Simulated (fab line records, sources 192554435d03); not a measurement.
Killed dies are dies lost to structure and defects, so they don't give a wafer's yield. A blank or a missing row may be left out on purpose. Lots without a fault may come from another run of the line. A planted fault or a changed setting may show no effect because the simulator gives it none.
fab line records | flow n5_finfet
record lots=5 wafers=12 last_day=17
route steps=1938 shown BEOL_M0@731 BEOL_M1@751 BEOL_M4@1111 PASSIVATION@1936
lots that met no fault: from a run of the same line without faults
start_h: hours from the record's first day to the start of the lot's first wafer shown | wait_h: hours since the lot's step before | " the same as in the row above | L1.1+2: a row that stands for several wafers | - no value, or no start given | * or withheld: withheld | < > ~ a bound
route shown NAME@n: a module of which the file shows steps, and the number in the route of the first | usual: mean/standard deviation of fault-free wafers | same: alike in all rows | chamber/n: place in a boat | sites: the reading at each site | _std_site: their standard deviation | _edge_site: outer sites' mean less inner sites' | radius_mm: how far each site lies from the wafer's centre | mask NAME#n: copy n | behind: the tool/chamber that last shaped the wafer | hold: why the lot was held/for how many hours/how that ended | device: the transistor (n, p or np) that didn't switch | end of line: the same wafers' tests at the end of the route | a step without rows: its recipe alone | killed: dies lost to structure and defects at the first sort, not the wafer's yield | map: a wafer's dies, x killed, . not, _ none there
set.NAME: the setting as run; set.NAME@STEP: as run at that earlier step | model.NAME: the simulator's own value behind a step, which no gauge read
lots at some steps of the route; a table a step, a row a wafer
services: from which hour (start_h, from the record's first day; less than 0 if before it) a tool's chamber was out of use, for how many hours, and why
## steps
# step N5_BEOL_M0_ALD_136
# recipe material=TaN target_thk_a=* temp_c=275 ald_precursor_family=PDMAT ald_co_reactant=NH3 pressure_torr=3 carrier_flow_sccm=1500 pulse_time_s=2 purge_time_s=3 co_reactant_purge_time_s=2 co_reactant_pulse_time_s=3 ald_cycles=30 precursor_vessel_temp_c=75 precursor_vessel_pressure_torr=26.25 precursor_vessel_carrier_sccm=1000
# step N5_BEOL_M0_SURFACE_TREAT_137
# recipe gas=Ar time_s=* ion_energy_ev=* ion_current_ma_cm2=0.5 pressure_mtorr=* ar_flow_sccm=30
# step N5_BEOL_M0_CVD_115
# recipe material=Co target_thk_a=* temp_c=withheld precursor=CCTBA/H2 pressure_torr=30 time_s=120
# step N5_BEOL_M0_SPUTTER_116
# recipe material=Cu target_thk_a=40 temp_c=-20 chamber_pressure_pa=0.07 power_w=withheld time_s=7.37
# step N5_BEOL_M0_ANNEAL_117
# recipe temp_c=400 time_s=60 ambient=vacuum
# step N5_BEOL_M0_SPUTTER_132
# recipe material=Cu target_thk_a=40 temp_c=-20 chamber_pressure_pa=0.07 power_w=withheld time_s=7.37
# step N5_BEOL_M0_ANNEAL_133
# recipe temp_c=400 time_s=60 ambient=vacuum
# step N5_BEOL_M0_SPUTTER_134
# recipe material=Cu target_thk_a=40 temp_c=-20 chamber_pressure_pa=0.07 power_w=withheld time_s=7.37
# step N5_BEOL_M0_ANNEAL_135
# recipe temp_c=400 time_s=60 ambient=vacuum
# step N5_BEOL_M0_SPUTTER_141
# recipe material=Cu target_thk_a=40 temp_c=-20 chamber_pressure_pa=0.07 power_w=withheld time_s=7.37
# step N5_BEOL_M0_ECD_118
# recipe material=Cu target_thk_a=3000
# step N5_BEOL_M0_ANNEAL_119
# recipe temp_c=225 time_s=90 ambient=N2
# step N5_BEOL_M0_CMP_120
# recipe stop_on=SiOC t_overpolish_s=6.9 down_force_psi=1 platen_rpm=50 clearing_platen_down_force_psi=1.5 clearing_platen_rpm=50 post_cmp_clean=cu_alkaline clearing_platen_pad_velocity_m_s=0.99484 pad_velocity_m_s=0.99484
# usual barrier_field_endpoint_s=3.76/0.13 motor_current_A=5.9/0.61 overpolish_run_s=6.902/0.0092 pad_life_wafers=1209/610 time_to_endpoint_s=62/3.3
# columns lot.wafer tool chamber start_h wait_h barrier_field_endpoint_s motor_current_A overpolish_run_s pad_life_wafers time_to_endpoint_s model.SiOC_of_BEOL_M0_SAQP_ILD_DEP_01.thk_nm
L603.2 cmp-02 3 169.37 0.2 3.83 5.4 6.896 1284 62 39.2
L603.5 " 3 " " 3.81 5.4 6.899 - 63 39.2
L603.6 " 0 " " 3.99 6.3 6.891 - 68 39.2
L611.4 cmp-02 3 214.86 0.1 7.33 5.4 6.899 1632 81 40.8
L611.6 " 3 " " 3.53 5.7 6.902 - 56 39.2
L612.4 cmp-02 0 217.72 0.1 7.44 6.2 6.920 1650 80 40.8
L612.2 " 3 " " 7.17 5.3 6.926 1653 81 39.8
L614.4 cmp-02 1 234.64 0.1 7.66 6.9 6.908 1782 82 41.6
L614.3 " 3 " " 3.70 5.6 6.899 1784 60 39.4
L616.4 cmp-04 0 253.86 0.2 3.76 6.4 6.916 933 61 38.8
L616.5 " 1 " " 3.50 5.9 6.896 - 58 39.6
L616.6 " 2 " " 3.60 5.7 6.916 - 60 39.6
# step N5_BEOL_M0_PRE_CLEAN_131
# recipe gas=NH3/H2 time_s=15 temp_c=* rf_power_w=300
# step N5_BEOL_M0_CO_CAP_123
# recipe material=Co target_thk_a=20 temp_c=200 precursor=CCTBA/H2 pressure_torr=30 time_s=102.1
# step N5_BEOL_M0_PRE_CLEAN_124
# recipe gas=NH3 time_s=15 temp_c=withheld rf_power_w=300
# step N5_BEOL_M0_DEP_125
# recipe material=SiCN target_thk_a=80 temp_c=withheld precursor=3MS/NH3 pressure_torr=3 rf_w=202 time_s=14
# step N5_BEOL_M0_INSPECT_127
# recipe inspect_instrument=darkfield mode=post_dep
# usual raw_defect_count=69/21
# columns lot.wafer tool chamber start_h wait_h raw_defect_count
L603.2 defect_inspect-01 - 169.96 0.0 61
L603.5 " - " " 74
L603.6 " - " " 64
L611.4 defect_inspect-02 - 215.45 0.0 3649
L611.6 " - " " 63
L612.2 defect_inspect-01 - 218.30 0.0 3599
L612.4 " - " " 3628
L614.3 defect_inspect-02 - 235.24 0.0 52
L614.4 " - " " 3563
L616.4 defect_inspect-01 - 254.35 0.0 56
L616.5 " - " " 81
L616.6 " - " " 67
# step N5_BEOL_M1_ILD_DEP_00
# recipe material=SiOC target_thk_a=790 temp_c=350 precursor=DEMS/O2 pressure_torr=5 rf_w=500 time_s=15.3
# step N5_BEOL_M1_PECVD_72
# recipe material=SiO2 target_thk_a=160 temp_c=400 precursor=TEOS/O2 pressure_torr=5.5 rf_w=450 teos_flow_sccm=53.8 gas=O2 flow_sccm=3000 time_s=18
# step N5_BEOL_M1_HM_DEP_02
# recipe material=TiN target_thk_a=200 temp_c=25 chamber_pressure_pa=0.49996
# step N5_BEOL_M1_COAT_61
# recipe resist=SOC temp_c=250 time_s=60 spin_rpm=1500 resist_thk_nm=60
# step N5_BEOL_M1_COAT_62
# recipe resist=SiARC temp_c=220 time_s=60 spin_rpm=1500 resist_thk_nm=12
# step N5_BEOL_M1_COAT_73
# recipe resist=underlayer temp_c=205 time_s=60 spin_rpm=1500 resist_thk_nm=5
# step N5_BEOL_M1_COAT_05
# recipe resist=CAR-EUV spin_rpm=1500 resist_thk_nm=30
# step N5_BEOL_M1_EBR_07
# recipe solvent=PGMEA ebr_width_mm=1.5
# step N5_BEOL_M1_SOFTBAKE_06
# recipe temp_c=110 time_s=60 resist=CAR-EUV
# step N5_BEOL_M1_EXPOSE_08
# recipe mask_id=M1 na=0.33 source_shape=dipole sigma_inner=0.369 sigma_outer=0.767 polarization=unpolarized dose_mj=33
# step N5_BEOL_M1_PEB_09
# recipe peb_temp_c=100 peb_time_s=60 resist=CAR-EUV
# step N5_BEOL_M1_DEVELOP_10
# recipe develop_time_s=30 developer=TMAH resist=CAR-EUV rinse_liquid=surfactant_rinse dry=air_spin dev_temp_c=23
# step N5_BEOL_M1_DESCUM_16
# recipe chemistry=O2 time_s=7 source_power_w=50 bias_power_w=20 pressure_mtorr=20 rf_frequency_hz=2.712e+07 temp_c=40 resist=CAR-EUV o2_flow_sccm=225
# step N5_BEOL_M1_ETCH_74
# recipe chemistry=N2/H2 target=underlayer target_depth_a=65 mask_material=CAR-EUV time_s=5.2 ion_energy_ev=200 pressure_mtorr=30 source_w=840 bias_w=150 n2_flow_sccm=200 h2_flow_sccm=200 ends=cleared
# step N5_BEOL_M1_ETCH_63
# recipe chemistry=CF4 target=SiARC target_depth_a=156 mask_material=CAR-EUV time_s=26 ion_energy_ev=80 pressure_mtorr=40 source_w=545 bias_w=36 Ar_flow_sccm=100 cf4_flow_sccm=100 ends=cleared
# step N5_BEOL_M1_ETCH_64
# recipe chemistry=N2/H2 target=SOC target_depth_a=750 overetch_a=150 mask_material=SiARC temp_c=40 time_s=112.5 ion_energy_ev=200 pressure_mtorr=30 source_w=840 bias_w=150 n2_flow_sccm=200 h2_flow_sccm=200
# step N5_BEOL_M1_STRIP_65
# recipe chemistry=N2/H2 temp_c=40 n2_flow_sccm=200 h2_flow_sccm=200 rf_frequency_hz=6e+07
# step N5_BEOL_M1_STRIP_75
# recipe chemistry=N2/H2 temp_c=40 n2_flow_sccm=200 h2_flow_sccm=200 rf_frequency_hz=6e+07
# step N5_BEOL_M4_RC_MEAS_101
# usual DIBL_N=36.4/2.7 DIBL_P=36/3.2 IOFF_N=0.16/0.046 IOFF_P=0.21/0.055 ION_N=677/15 ION_P=464/11 SS_N=71.5/0.79 SS_P=73.3/0.93 VT_N=250/4.1 VT_P=-251/4.4
# columns lot.wafer tool chamber start_h wait_h DIBL_N[mV/V] DIBL_P[mV/V] IOFF_N[nA/um] IOFF_P[nA/um] ION_N[uA/um] ION_P[uA/um] SS_N[mV/dec] SS_P[mV/dec] VT_N[mV] VT_P[mV]
L603.2 prober-02 0 230.95 0.2 41.4 41 0.23 0.33 676 460 71.9 74.9 248 -245
L603.5 " 0 " " 36.1 34 0.13 0.19 658 455 71.0 73.1 256 -254
L603.6 " 0 " " 35.3 34 0.13 0.19 664 456 71.0 73.9 251 -250
L611.6 prober-01 0 266.65 0.8 36.1 37 0.13 0.17 679 452 71.5 72.9 256 -255
L614.3 prober-02 0 293.36 0.3 38.0 38 0.19 0.26 679 471 72.1 74.8 245 -246
L616.4 prober-02 0 317.09 0.5 39.8 40 0.23 0.26 692 470 72.3 74.0 245 -246
L616.5 " 0 " " 37.0 37 0.17 0.21 698 472 71.3 73.3 248 -250
L616.6 " 0 " " 40.3 42 0.26 0.30 696 471 73.2 74.7 244 -246
# step N5_PASSIVATION_PROBE_49
# usual defect_limited_yield=91.1/1.4 killed_at_M0_to_M3=34/9.7 killed_at_M4_up=13/5.1 killed_at_contacts=14/6.3 killed_at_front_end=40/11 killed_at_other=3.5/2.7 killed_dies=105/16 killed_on_rim=13/4.1 killed_open=70/12 killed_short=34/7.8 sort_bin_4_leakage=0.02/0.13 sort_bin_5_function=5.2/0.88 sort_bin_6_memory=3.3/0.7 sort_n_pass=1074/17 sort_yield_pct=91.0/1.5
# same gross_dies=1180 killed_at_back_side=0 sort_bin_8_speed[%]=0
# columns lot.wafer tool chamber start_h wait_h defect_limited_yield[%] killed_at_M0_to_M3 killed_at_M4_up killed_at_contacts killed_at_front_end killed_at_other killed_dies killed_on_rim killed_open killed_short sort_bin_4_leakage[%] sort_bin_5_function[%] sort_bin_6_memory[%] sort_n_pass sort_yield_pct[%]
L603.2 prober-02 - 339.09 0.1 90.3 37 14 11 48 5 115 12 77 32 0 5.5 3.6 1065 90.3
L603.5 prober-02 - 339.24 0.2 91.3 22 9 9 60 3 103 13 67 36 0 5.3 3.3 1077 91.3
L603.6 prober-02 - 339.29 0.3 91.9 25 13 6 50 1 95 15 70 24 0 4.1 3.6 1085 91.9
L611.4 prober-01 - 371.65 0.2 0 1124 11 4 38 3 1180 152 57 28 0 4.4 2.5 0 0
L611.6 prober-01 - 371.75 0.3 92.2 40 9 7 33 3 92 14 67 25 0 4.2 3.4 1088 92.2
L612.2 prober-01 - 386.91 0.1 0 1112 9 15 39 5 1180 152 65 32 0 4.9 3.3 0 0
L612.4 prober-01 - 387.01 0.2 0 1103 14 22 36 5 1180 152 73 36 0 5.5 3.4 0 0
L614.4 prober-01 - 398.94 0.2 0 1118 7 14 36 5 1180 152 57 48 0 5.7 2.7 0 0
# killed by level:class
L603.2 STI_FIN_REVEAL:geometric_particle:open=19 BEOL_M0_SAQP:geometric_particle:short=12 BEOL_M3:geometric_particle:open=9 MOL_CONTACT_COAG:geometric_particle:open=9 BEOL_M0_SAQP:geometric_particle:open=9 FIN_SAQP:geometric_particle:open=5 DUMMY_GATE:geometric_particle:open=5 BEOL_M4:geometric_particle:open=5
L603.5 STI_FIN_REVEAL:geometric_particle:open=18 BEOL_M0_SAQP:geometric_particle:short=8 MOL_CONTACT_COAG:geometric_particle:open=7 FIN_SAQP:geometric_particle:open=6 BEOL_M0_SAQP:geometric_particle:open=6 GATE_CUT:geometric_particle:short=5 BEOL_M3:geometric_particle:open=5 STARTING-WAFER:geometric_particle:short=5
L603.6 STI_FIN_REVEAL:geometric_particle:open=20 FIN_SAQP:geometric_particle:short=13 BEOL_M2:geometric_particle:open=10 MOL_CONTACT_COAG:geometric_particle:open=6 BEOL_M1:geometric_particle:open=5 BEOL_M0_SAQP:geometric_particle:short=4 BEOL_M4:geometric_particle:open=4 STARTING-WAFER:geometric_particle:open=4
L611.4 BEOL_M0:area_cmp=1094 STI_FIN_REVEAL:geometric_particle:open=9 FIN_SAQP:geometric_particle:open=7 BEOL_M0_SAQP:geometric_particle:open=6 BEOL_M1:geometric_particle:open=6 BEOL_M4:geometric_particle:open=6 BEOL_M0_SAQP:geometric_particle:short=5 BEOL_M3:geometric_particle:open=5
L611.6 BEOL_M3:geometric_particle:open=11 FIN_SAQP:geometric_particle:open=10 BEOL_M0_SAQP:geometric_particle:open=9 BEOL_M0_SAQP:geometric_particle:short=9 STI_FIN_REVEAL:geometric_particle:open=7 DUMMY_GATE:geometric_particle:open=6 BEOL_M4:geometric_particle:open=6 BEOL_M2:geometric_particle:open=5
L612.2 BEOL_M0:area_cmp=1082 MOL_CONTACT_COAG:geometric_particle:open=13 BEOL_M2:geometric_particle:open=11 FIN_SAQP:geometric_particle:short=10 GATE_CUT:geometric_particle:short=6 FIN_SAQP:geometric_particle:open=5 BEOL_M3:geometric_particle:open=5 BEOL_M0_SAQP:geometric_particle:open=4
L612.4 BEOL_M0:area_cmp=1071 MOL_CONTACT_COAG:geometric_particle:open=17 BEOL_M3:geometric_particle:open=12 STI_FIN_REVEAL:geometric_particle:open=9 BEOL_M0_SAQP:geometric_particle:open=6 FIN_SAQP:geometric_particle:open=5 FIN_SAQP:geometric_particle:short=5 MOL_CONTACT_COAG:geometric_particle:short=5
L614.4 BEOL_M0:area_cmp=1073 MOL_CONTACT_COAG:geometric_particle:open=13 BEOL_M0_SAQP:geometric_particle:open=11 FIN_SAQP:geometric_particle:short=9 GATE_CUT:geometric_particle:short=9 BEOL_M0_SAQP:geometric_particle:short=8 BEOL_M2:geometric_particle:open=8 BEOL_M1:geometric_particle:open=5
# map L611.4 (x killed, . not)
_________________xxxxxxxxxxxx________________
______________xxxxxxxxxxxxxxxxxx_____________
___________xxxxxxxxxxxxxxxxxxxxxxxx__________
__________xxxxxxxxxxxxxxxxxxxxxxxxxx_________
________xxxxxxxxxxxxxxxxxxxxxxxxxxxxxx_______
_______xxxxxxxxxxxxxxxxxxxxxxxxxxxxxxxx______
______xxxxxxxxxxxxxxxxxxxxxxxxxxxxxxxxxx_____
_____xxxxxxxxxxxxxxxxxxxxxxxxxxxxxxxxxxxx____
____xxxxxxxxxxxxxxxxxxxxxxxxxxxxxxxxxxxxxx___
___xxxxxxxxxxxxxxxxxxxxxxxxxxxxxxxxxxxxxxxx__
___xxxxxxxxxxxxxxxxxxxxxxxxxxxxxxxxxxxxxxxx__
__xxxxxxxxxxxxxxxxxxxxxxxxxxxxxxxxxxxxxxxxxx_
__xxxxxxxxxxxxxxxxxxxxxxxxxxxxxxxxxxxxxxxxxx_
_xxxxxxxxxxxxxxxxxxxxxxxxxxxxxxxxxxxxxxxxxxxx
_xxxxxxxxxxxxxxxxxxxxxxxxxxxxxxxxxxxxxxxxxxxx
_xxxxxxxxxxxxxxxxxxxxxxxxxxxxxxxxxxxxxxxxxxxx
_xxxxxxxxxxxxxxxxxxxxxxxxxxxxxxxxxxxxxxxxxxxx
_xxxxxxxxxxxxxxxxxxxxxxxxxxxxxxxxxxxxxxxxxxxx
_xxxxxxxxxxxxxxxxxxxxxxxxxxxxxxxxxxxxxxxxxxxx
_xxxxxxxxxxxxxxxxxxxxxxxxxxxxxxxxxxxxxxxxxxxx
_xxxxxxxxxxxxxxxxxxxxxxxxxxxxxxxxxxxxxxxxxxxx
__xxxxxxxxxxxxxxxxxxxxxxxxxxxxxxxxxxxxxxxxxx_
__xxxxxxxxxxxxxxxxxxxxxxxxxxxxxxxxxxxxxxxxxx_
___xxxxxxxxxxxxxxxxxxxxxxxxxxxxxxxxxxxxxxxx__
___xxxxxxxxxxxxxxxxxxxxxxxxxxxxxxxxxxxxxxxx__
____xxxxxxxxxxxxxxxxxxxxxxxxxxxxxxxxxxxxxx___
_____xxxxxxxxxxxxxxxxxxxxxxxxxxxxxxxxxxxx____
______xxxxxxxxxxxxxxxxxxxxxxxxxxxxxxxxxx_____
_______xxxxxxxxxxxxxxxxxxxxxxxxxxxxxxxx______
________xxxxxxxxxxxxxxxxxxxxxxxxxxxxxx_______
__________xxxxxxxxxxxxxxxxxxxxxxxxxx_________
___________xxxxxxxxxxxxxxxxxxxxxxxx__________
______________xxxxxxxxxxxxxxxxxx_____________
_________________xxxxxxxxxxxx________________
# map L612.2 (x killed, . not)
_________________xxxxxxxxxxxx________________
______________xxxxxxxxxxxxxxxxxx_____________
___________xxxxxxxxxxxxxxxxxxxxxxxx__________
__________xxxxxxxxxxxxxxxxxxxxxxxxxx_________
________xxxxxxxxxxxxxxxxxxxxxxxxxxxxxx_______
_______xxxxxxxxxxxxxxxxxxxxxxxxxxxxxxxx______
______xxxxxxxxxxxxxxxxxxxxxxxxxxxxxxxxxx_____
_____xxxxxxxxxxxxxxxxxxxxxxxxxxxxxxxxxxxx____
____xxxxxxxxxxxxxxxxxxxxxxxxxxxxxxxxxxxxxx___
___xxxxxxxxxxxxxxxxxxxxxxxxxxxxxxxxxxxxxxxx__
___xxxxxxxxxxxxxxxxxxxxxxxxxxxxxxxxxxxxxxxx__
__xxxxxxxxxxxxxxxxxxxxxxxxxxxxxxxxxxxxxxxxxx_
__xxxxxxxxxxxxxxxxxxxxxxxxxxxxxxxxxxxxxxxxxx_
_xxxxxxxxxxxxxxxxxxxxxxxxxxxxxxxxxxxxxxxxxxxx
_xxxxxxxxxxxxxxxxxxxxxxxxxxxxxxxxxxxxxxxxxxxx
_xxxxxxxxxxxxxxxxxxxxxxxxxxxxxxxxxxxxxxxxxxxx
_xxxxxxxxxxxxxxxxxxxxxxxxxxxxxxxxxxxxxxxxxxxx
_xxxxxxxxxxxxxxxxxxxxxxxxxxxxxxxxxxxxxxxxxxxx
_xxxxxxxxxxxxxxxxxxxxxxxxxxxxxxxxxxxxxxxxxxxx
_xxxxxxxxxxxxxxxxxxxxxxxxxxxxxxxxxxxxxxxxxxxx
_xxxxxxxxxxxxxxxxxxxxxxxxxxxxxxxxxxxxxxxxxxxx
__xxxxxxxxxxxxxxxxxxxxxxxxxxxxxxxxxxxxxxxxxx_
__xxxxxxxxxxxxxxxxxxxxxxxxxxxxxxxxxxxxxxxxxx_
___xxxxxxxxxxxxxxxxxxxxxxxxxxxxxxxxxxxxxxxx__
___xxxxxxxxxxxxxxxxxxxxxxxxxxxxxxxxxxxxxxxx__
____xxxxxxxxxxxxxxxxxxxxxxxxxxxxxxxxxxxxxx___
_____xxxxxxxxxxxxxxxxxxxxxxxxxxxxxxxxxxxx____
______xxxxxxxxxxxxxxxxxxxxxxxxxxxxxxxxxx_____
_______xxxxxxxxxxxxxxxxxxxxxxxxxxxxxxxx______
________xxxxxxxxxxxxxxxxxxxxxxxxxxxxxx_______
__________xxxxxxxxxxxxxxxxxxxxxxxxxx_________
___________xxxxxxxxxxxxxxxxxxxxxxxx__________
______________xxxxxxxxxxxxxxxxxx_____________
_________________xxxxxxxxxxxx________________
## services
# columns tool chamber start_h hours kind
cmp-04 - 147.72 1.7 repair
cmp-02 - 160.85 1.0 repair
cmp-02 - 170.68 1.6 repair
cmp-02 - 201.76 0.5 repair
cmp-04 - 203.16 1.2 repair
## key
first_sign step=N5_BEOL_M0_CMP_120 reading=barrier_field_endpoint_s direction=up sigmas=28 usual=3.76 struck=7.40
effect step=N5_BEOL_M0_CMP_120 reading=time_to_endpoint_s direction=up sigmas=5.8 usual=* struck=*
effect step=N5_BEOL_M0_INSPECT_127 reading=raw_defect_count direction=up sigmas=99+ usual=69 struck=3610
effect step=N5_PASSIVATION_PROBE_49 reading=killed_at_M0_to_M3 direction=up sigmas=99+ usual=34 struck=1114
model_effect step=N5_BEOL_M0_CMP_120 value=SiOC_of_BEOL_M0_SAQP_ILD_DEP_01.thk_nm without=39.3 struck=40.75
more_kills_born_at N5_BEOL_M0_CMP_120@cmp-02=4320
met_at N5_BEOL_M0_CMP_120
struck_wafers L611.4,L612.2,L612.4,L614.4
later_rows_left_out L611.4,L612.2,L612.4,L614.4
onset_between 169.37 214.86
fault kind=process_parameter_drift tool=cmp-02 chamber=- onset_h=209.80 steps=N5_BEOL_M0_CMP_120 channel=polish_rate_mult offset=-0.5 shape=step end_h=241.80 scope=struck_wafers_only
# later_rows_left_out: the simulator's readings of these wafers behind a module that went badly wrong aren't trusted and aren't shown, but for the sort
